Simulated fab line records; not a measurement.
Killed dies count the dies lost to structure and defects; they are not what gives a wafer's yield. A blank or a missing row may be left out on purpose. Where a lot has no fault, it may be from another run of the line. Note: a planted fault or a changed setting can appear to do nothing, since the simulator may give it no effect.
Matching of chambers | flow nand harc | 4 sister chambers for NHARC_A_CHANNEL_FILL_D2_ALD_02 on ald hk-03
The step deposits SiO2, target thk 6 nm, pulse time 10 s, ald cycles 60. 8 wafers are shown with their chamber, then 7 later ones without.

== WAFERS WITH THEIR CHAMBER ==
wafer  | chamber | heater power w (W) | precursor pulse height rel
L877.2 | 1       | 433                | 1.054
L876.1 | 2       | 530                | 1.035
L876.3 | 0       | 467                | 1.042
L876.4 | 1       | 447                | 0.992
L881.4 | 2       | 533                | 1.011
L881.6 | 3       | 483                | 0.986
L884.1 | 0       | 422                | 0.976
L884.2 | 3       | 493                | 0.994

== WAFERS WHOSE CHAMBER IS MISSING ==
wafer  | heater power w (W) | precursor pulse height rel
L884.6 | 542                | 1.008
L890.1 | 509                | 1.016
L890.3 | 447                | 1.012
L890.6 | 478                | 1.043
L896.2 | 453                | 1.004
L896.4 | 499                | 1.012
L896.6 | 436                | 0.975

== THE CHAMBER EACH PASSED THROUGH ==
wafer  | from the rows above               | in truth
L884.6 | 2                                 | 2
L890.1 | can't be placed: 2 or 3           | 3
L890.3 | can't be placed: 0 or 1           | 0
L890.6 | can't be placed: 3 or 0 or 1 or 2 | 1
L896.2 | can't be placed: 0 or 1 or 3      | 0
L896.4 | can't be placed: 3 or 2           | 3
L896.6 | can't be placed: 0 or 1 or 3      | 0
Correctly placed: 1 of 7. Can't be placed from these rows: 6 (the true chamber is among the candidates in 6). Number placed wrongly: 0.
How it was worked out, from the rows above alone: a wafer's distance from a chamber is the root of the sum, over the readings, of the square of ((its reading less the chamber's mean) divided by the reading's scatter). If the next closest chamber is less than 2 further off than the closest, the wafer can't be placed; otherwise it belongs to the closest. A chamber's mean is the mean of its shown wafers. The scatter: take each reading less its chamber's mean, square it, sum over the shown wafers, divide by the number of wafers less the number of chambers, and take the root.
